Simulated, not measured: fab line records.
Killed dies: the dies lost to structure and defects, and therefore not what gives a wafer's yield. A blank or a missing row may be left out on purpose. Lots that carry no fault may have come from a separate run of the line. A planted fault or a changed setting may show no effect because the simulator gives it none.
fab line records	flow nand_harc
record: lots: 6	wafers: 16	last_day: 25
route steps=1159 shown A_STAIRCASE@575 END@1159
lots with no fault: from the same line, run without faults
start_h: hours from the record's first day to the start of the lot's first wafer shown	wait_h: time in hours since the lot's previous step	" the same as in the row above	L1.1+2: a single row standing in for several wafers	- no value present, or no start provided	* or withheld: withheld	< > ~ a bound
route shown NAME@n: names a module that has steps shown in the file, with the first one's number in the route	usual: the fault-free wafers' mean and standard deviation	same: alike in all rows	chamber/n: place in a boat	sites: the reading at each site	_std_site: how widely they spread, as a standard deviation	_edge_site: mean of outer sites minus mean of inner sites	radius_mm: how far each site lies from the wafer's centre	mask NAME#n: copy n	behind: the last tool/chamber to shape the wafer	hold: cause of the lot's hold/its duration in hours/its outcome	device: which transistor (n, p or np) failed to switch	end of line: tests run on the same wafers once the route is complete	a step given without rows: its recipe and nothing more	killed: count of dies lost to structure and defects at first sort (not the wafer's yield)	map: a wafer's dies, marking killed ones x, the rest . and places with no die _
set.NAME: setting as actually run; set.NAME@STEP: the setting as run at that earlier step	model.NAME: the simulator's own value behind a step, which no gauge read
lots seen at some steps along the route; tables by step, rows by wafer
services: when a tool's chamber went out of use (start_h, in hours from the record's first day, below 0 if earlier), for how many hours, and the reason
== steps ==
step: NHARC_A_STAIRCASE_EXPOSE_181
recipe: na: 0.5	dose_mj: 27.87	mask_id: STAIR_2
step: NHARC_A_STAIRCASE_PEB_182
recipe: peb_temp_c: 115	peb_time_s: 130
step: NHARC_A_STAIRCASE_DEVELOP_183
recipe: time_s: 140
step: NHARC_A_STAIRCASE_HARDBAKE_185
recipe: temp_c: 120	time_s: 140
step: NHARC_A_STAIRCASE_DESCUM_186
recipe: time_s: 3	o2_flow_sccm: 200	ar_flow_sccm: 0	bias_power_w: 0	chemistry: O2
usual: drypump_motor_current_A: 5.7/0.45	mfc_ar_sccm: 0.007/0.011	oes_product_au: 0.996/0.014	rf_vpp_V: 58.0/0.92	showerhead_plenum_p_Torr: 1.96/0.081	throttle_valve_pct: 11.310/0.0093
lot.wafer	tool	chamber	start_h	wait_h	drypump_motor_current_A	mfc_ar_sccm	oes_product_au	rf_hours_counter_h	rf_vpp_V	showerhead_plenum_p_Torr	throttle_valve_pct
L277.2	rie_diel-10	3	299.88	-	5.0	0.020	0.988	50	59.4	2.06	11.302
L277.1	"	2	"	"	6.6	0	1.006	43	57.8	2.06	11.319
L277.5	"	3	"	"	5.0	0.020	0.997	-	59.2	2.06	11.306
L278.3	rie_diel-09	1	316.19	-	5.7	0.012	1.000	18	57.8	1.93	11.303
L278.5	"	2	"	"	5.7	0	0.980	-	58.5	2.05	11.314
L278.6	"	3	"	"	5.1	0	1.005	-	59.0	2.01	11.300
L286.3	rie_diel-09	3	359.80	-	5.1	0	1.007	32	57.3	2.01	11.299
L286.2	"	0	"	"	6.0	0.008	0.969	34	56.3	1.95	11.319
L287.3	rie_diel-09	2	360.07	-	5.8	0	1.004	33	56.4	2.05	11.311
L287.5	"	1	"	"	5.8	0.012	0.992	-	56.9	1.92	11.315
L290.1	rie_diel-01	0	372.93	-	5.2	0.035	1.023	21	59.0	1.98	11.302
L290.3	"	3	"	"	5.6	0	1.022	21	59.2	1.98	11.281
L290.6	"	0	"	"	5.2	0.035	1.019	-	56.9	1.98	11.326
L289.3	rie_diel-01	0	381.95	-	5.2	0.035	1.020	24	56.4	1.98	11.311
L289.4	"	1	"	"	5.8	0.004	0.983	25	57.0	1.96	11.306
L289.1	"	2	"	"	6.2	0	0.988	26	56.5	1.77	11.326
step: NHARC_A_STAIRCASE_TRIM_187
recipe: time_s: 211.2	o2_flow_sccm: 500	ar_flow_sccm: 0	bias_w: 0	chemistry: O2
step: NHARC_A_STAIRCASE_ETCH_188
recipe: target_depth_a: 1000	time_s: 40.5	ion_energy_ev: 400	c4f8_flow_sccm: 20	o2_flow_sccm: 10	ar_flow_sccm: withheld	rf_w: 600	bias_w: 1000	chemistry: C4F8/O2
usual: oes_product_au: 0.934/0.016	rf_vpp_V: 899/5.2
lot.wafer	tool	chamber	start_h	wait_h	oes_product_au	rf_hours_counter_h	rf_vpp_V
L277.1	rie_diel-10	3	-	-	0.936	50	904
L277.2	"	0	"	"	0.920	45	895
L277.5	"	0	"	"	0.935	-	895
L278.3	rie_diel-09	3	-	-	0.943	16	901
L278.5	"	0	"	"	0.912	-	897
L278.6	"	1	"	"	0.917	-	897
L286.2	rie_diel-09	0	-	-	0.901	34	899
L286.3	"	3	"	"	0.938	32	901
L287.3	rie_diel-09	1	-	-	0.913	36	897
L287.5	"	1	"	"	0.923	-	896
L290.3	rie_diel-01	2	-	-	0.952	22	885
L290.1	"	0	"	"	0.960	21	900
L290.6	"	2	"	"	0.954	-	887
L289.1	rie_diel-01	0	-	-	0.951	24	900
L289.4	"	1	"	"	0.927	25	900
L289.3	"	2	"	"	0.920	26	886
step: NHARC_A_STAIRCASE_TRIM_189
recipe: time_s: 211.2	o2_flow_sccm: 500	ar_flow_sccm: 0	bias_w: 0	chemistry: O2
step: NHARC_A_STAIRCASE_ETCH_190
recipe: target_depth_a: 1000	time_s: 40.5	ion_energy_ev: 400	c4f8_flow_sccm: 20	o2_flow_sccm: 10	ar_flow_sccm: withheld	rf_w: 600	bias_w: 1000	chemistry: C4F8/O2
usual: oes_product_au: 0.938/0.015	rf_vpp_V: 899/5.2
lot.wafer	tool	chamber	start_h	wait_h	oes_product_au	rf_hours_counter_h	rf_vpp_V
L277.2	rie_diel-10	0	-	-	0.934	45	895
L277.1	"	1	"	"	0.956	43	896
L277.5	"	3	"	"	0.943	-	907
L278.3	rie_diel-09	3	-	-	0.946	17	903
L278.5	"	3	"	"	0.946	-	902
L278.6	"	0	"	"	0.918	-	899
L286.3	rie_diel-09	1	-	-	0.924	36	897
L286.2	"	2	"	"	0.926	34	905
L287.3	rie_diel-09	1	-	-	0.931	36	897
L287.5	"	3	"	"	0.948	-	901
L290.1	rie_diel-01	3	-	-	0.957	21	900
L290.3	"	2	"	"	0.948	22	885
L290.6	"	3	"	"	0.966	-	899
L289.4	rie_diel-01	1	-	-	0.923	25	898
L289.1	"	2	"	"	0.925	26	888
L289.3	"	0	"	"	0.959	24	901
step: NHARC_A_STAIRCASE_TRIM_191
recipe: time_s: 211.2	o2_flow_sccm: 500	ar_flow_sccm: 0	bias_w: 0	chemistry: O2
usual: drypump_motor_current_A: 5.7/0.46	mfc_ar_sccm: 0.007/0.011	oes_product_au: 0.994/0.014	rf_vpp_V: 58.0/0.91	run_length_s: 232.7/0.5	showerhead_plenum_p_Torr: 3.62/0.14	throttle_valve_pct: 17.037/0.0096
lot.wafer	tool	chamber	start_h	wait_h	drypump_motor_current_A	mfc_ar_sccm	oes_product_au	rf_hours_counter_h	rf_vpp_V	run_length_s	showerhead_plenum_p_Torr	throttle_valve_pct
L277.2	rie_diel-10	3	-	-	5.0	0.020	0.988	50	59.5	232.3	3.78	17.025
L277.1	"	1	"	"	5.8	0.002	1.001	43	58.7	232.2	3.57	17.036
L277.5	"	0	"	"	6.1	0	0.985	-	58.2	231.9	3.49	17.030
L278.3	rie_diel-09	3	-	-	5.1	0	1.018	18	58.0	232.8	3.70	17.046
L278.6	"	3	"	"	5.1	0	1.011	-	59.0	233.1	3.70	17.028
L278.5	"	0	"	"	5.9	0.008	0.986	-	57.2	233.3	3.60	17.016
L286.3	rie_diel-09	1	-	-	5.8	0.012	0.987	36	57.1	233.2	3.54	17.020
L286.2	"	2	"	"	5.8	0	0.996	34	59.9	232.5	3.75	17.026
L287.3	rie_diel-09	0	-	-	5.9	0.008	0.966	35	55.8	233.1	3.60	17.040
L287.5	"	2	"	"	5.8	0	0.991	-	58.9	232.3	3.75	17.045
L290.3	rie_diel-01	0	-	-	5.2	0.035	1.021	21	57.3	232.3	3.65	17.020
L290.1	"	2	"	"	6.3	0	0.997	22	57.5	233.0	3.28	17.019
L290.6	"	0	"	"	5.2	0.035	1.020	-	58.1	232.6	3.65	17.047
L289.4	rie_diel-01	2	-	-	6.2	0	0.983	26	57.6	232.8	3.28	17.033
L289.1	"	3	"	"	5.6	0	1.015	25	57.8	232.9	3.63	17.033
L289.3	"	0	"	"	5.2	0.035	1.026	24	58.2	232.3	3.65	17.037
step: NHARC_A_STAIRCASE_ETCH_192
recipe: target_depth_a: 1000	time_s: 40.5	ion_energy_ev: 400	c4f8_flow_sccm: 20	o2_flow_sccm: 10	ar_flow_sccm: withheld	rf_w: 600	bias_w: 1000	chemistry: C4F8/O2
step: NHARC_A_STAIRCASE_TRIM_193
recipe: time_s: 211.2	o2_flow_sccm: 500	ar_flow_sccm: 0	bias_w: 0	chemistry: O2
usual: drypump_motor_current_A: 5.7/0.44	mfc_ar_sccm: 0.007/0.011	oes_product_au: 0.995/0.014	rf_vpp_V: 57.9/0.89	run_length_s: 232.7/0.54	showerhead_plenum_p_Torr: 3.61/0.15	throttle_valve_pct: 17.037/0.0093
lot.wafer	tool	chamber	start_h	wait_h	drypump_motor_current_A	mfc_ar_sccm	oes_product_au	rf_hours_counter_h	rf_vpp_V	run_length_s	showerhead_plenum_p_Torr	throttle_valve_pct
L277.1	rie_diel-10	1	300.74	-	5.7	0.002	1.001	43	58.5	232.7	3.57	17.039
L277.2	"	3	"	"	5.0	0.020	0.982	50	57.3	232.2	3.78	17.033
L277.5	"	1	"	"	5.8	0.002	1.001	-	58.7	231.9	3.57	17.042
L278.3	rie_diel-09	1	318.19	-	5.8	0.012	1.002	20	58.2	233.8	3.55	17.025
L278.6	"	1	"	"	5.8	0.012	0.999	-	58.1	233.6	3.55	17.046
L278.5	"	2	"	"	5.8	0	1.006	-	57.3	233.0	3.76	17.027
L286.3	rie_diel-09	1	361.59	-	5.7	0.012	0.987	37	57.0	178.1	3.54	17.026
L286.2	"	2	"	"	5.8	0	0.995	34	58.0	232.4	3.75	17.042
L287.3	rie_diel-09	0	361.88	-	5.9	0.008	0.965	35	57.7	178.1	3.60	17.038
L287.5	"	3	"	"	5.1	0	1.002	-	59.8	233.0	3.69	17.036
L290.3	rie_diel-01	3	374.23	-	5.7	0	1.005	22	57.7	233.1	3.63	17.027
L290.1	"	0	"	"	5.2	0.035	1.011	21	59.1	232.3	3.65	17.039
L290.6	"	1	"	"	5.7	0.004	0.976	-	56.7	232.5	3.61	17.040
L289.4	rie_diel-01	3	382.85	-	5.6	0	1.005	25	60.6	232.8	3.63	17.034
L289.3	"	0	"	"	5.2	0.035	1.031	24	57.5	232.5	3.65	17.048
L289.1	"	2	"	"	6.2	0	0.989	26	57.1	232.9	3.28	17.026
step: NHARC_A_STAIRCASE_ETCH_194
recipe: target_depth_a: 1000	time_s: 40.5	ion_energy_ev: 400	c4f8_flow_sccm: 20	o2_flow_sccm: 10	ar_flow_sccm: withheld	rf_w: 600	bias_w: 1000	chemistry: C4F8/O2
usual: oes_product_au: 0.935/0.015	rf_vpp_V: 899/4.8
lot.wafer	tool	chamber	start_h	wait_h	oes_product_au	rf_hours_counter_h	rf_vpp_V
L277.2	rie_diel-10	3	-	-	0.931	50	906
L277.1	"	1	"	"	0.923	44	897
L277.5	"	0	"	"	0.914	-	894
L278.3	rie_diel-09	1	-	-	0.913	20	896
L278.6	"	3	"	"	0.940	-	901
L278.5	"	0	"	"	0.896	-	899
L286.3	rie_diel-09	1	-	-	0.918	37	896
L286.2	"	2	"	"	0.924	34	902
L287.3	rie_diel-09	1	-	-	0.924	37	895
L287.5	"	2	"	"	0.939	-	903
L290.1	rie_diel-01	1	-	-	0.920	22	898
L290.3	"	2	"	"	0.936	22	888
L290.6	"	1	"	"	0.922	-	899
L289.1	rie_diel-01	0	-	-	0.965	24	899
L289.3	"	1	"	"	0.920	25	899
L289.4	"	2	"	"	0.934	26	886
step: NHARC_END_SORT_01
recipe: temp_c: 25
usual: killed_at_array: 30/10	killed_at_other: 0.5/0.82	killed_at_periphery: 2.9/2	killed_dies: 34/11	killed_open: 3.2/1.8	killed_short: 2.0/1.4
same: gross_dies: 677
lot.wafer	tool	chamber	start_h	wait_h	killed_at_array	killed_at_other	killed_at_periphery	killed_dies	killed_open	killed_short
L289.1	prober-02	0	591.04	2.5	40	1	3	44	4	3
L289.3	prober-02	0	592.64	3.1	53	0	3	56	4	1
L289.4	prober-02	0	593.43	3.4	43	0	2	45	5	1
killed by level:class
L289.1 A_SLIT:chamber_film_flake=22 A_CONTACT:chamber_film_flake=8 A_CHANNEL_HOLE_D1:chamber_film_flake=6 P_CONTACT:geometric_particle:short=2 A_CONTACT:geometric_particle:open=2 P_M0:geometric_particle:open=1 A_SGD_CUT:geometric_particle:open=1 STARTING-WAFER:geometric_particle:short=1
L289.3 A_SLIT:chamber_film_flake=19 A_CHANNEL_HOLE_D1:chamber_film_flake=11 A_CONTACT:chamber_film_flake=11 A_WL_FILL:chamber_film_flake=3 A_CONTACT:geometric_particle:open=2 P_STI:chamber_film_flake=2 A_STAIRCASE:chamber_film_flake=2 A_ONON_D1:geometric_particle:open=1
L289.4 A_SLIT:chamber_film_flake=15 A_CHANNEL_HOLE_D1:chamber_film_flake=12 A_CONTACT:chamber_film_flake=10 A_WL_FILL:geometric_particle:open=2 P_STI:geometric_particle:open=1 A_SOURCE_PLATE:geometric_particle:short=1 A_ONON_D1:geometric_particle:open=1 A_CONTACT:geometric_particle:open=1
== services ==
tool	chamber	start_h	hours	kind
rie_diel-10	2	283.63	8.9	repair
rie_diel-09	0	287.89	-	clean
rie_diel-09	1	287.89	-	clean
rie_diel-09	2	287.89	-	clean
rie_diel-09	3	287.89	-	clean
rie_diel-01	0	294.77	-	clean
rie_diel-01	1	294.77	-	clean
rie_diel-01	2	294.77	-	clean
rie_diel-01	3	294.77	-	clean
rie_diel-09	0	312.41	-	clean
rie_diel-09	1	312.41	-	clean
rie_diel-09	2	312.41	-	clean
rie_diel-09	3	312.41	-	clean
rie_diel-01	-	316.11	9.0	pm
rie_diel-01	0	316.11	9.0	vent_cycle
rie_diel-09	0	336.98	-	clean
rie_diel-09	1	336.98	-	clean
rie_diel-09	2	336.98	-	clean
rie_diel-09	3	336.98	-	clean
rie_diel-10	-	353.66	9.0	pm
rie_diel-09	0	361.48	-	clean
rie_diel-09	1	361.48	-	clean
rie_diel-09	2	361.48	-	clean
rie_diel-09	3	361.48	-	clean
== key ==
first_sign: step: NHARC_A_STAIRCASE_TRIM_193	reading: run_length_s	direction: down	sigmas: 99+	usual: *	struck: *
effect none on later readings
met_at NHARC_A_STAIRCASE_TRIM_193
struck_wafers L286.3,L287.3
tester_left_out L286,L287
onset_between 318.19 361.59
fault: kind: process_parameter_drift	tool: rie_diel-09	chamber: -	onset_h: 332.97	steps: NHARC_A_STAIRCASE_TRIM_193	channel: time_s	offset: *	shape: step	end_h: 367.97	scope: struck_wafers_only	acts_in: *	stated: *
tester_left_out: of these lots the tester's yield and bins aren't shown, on N5 and GAA mostly nor the transistor test; their killed dies are dies lost to structure and defects alone, not to doping, threshold or leakage, so they don't give the yield
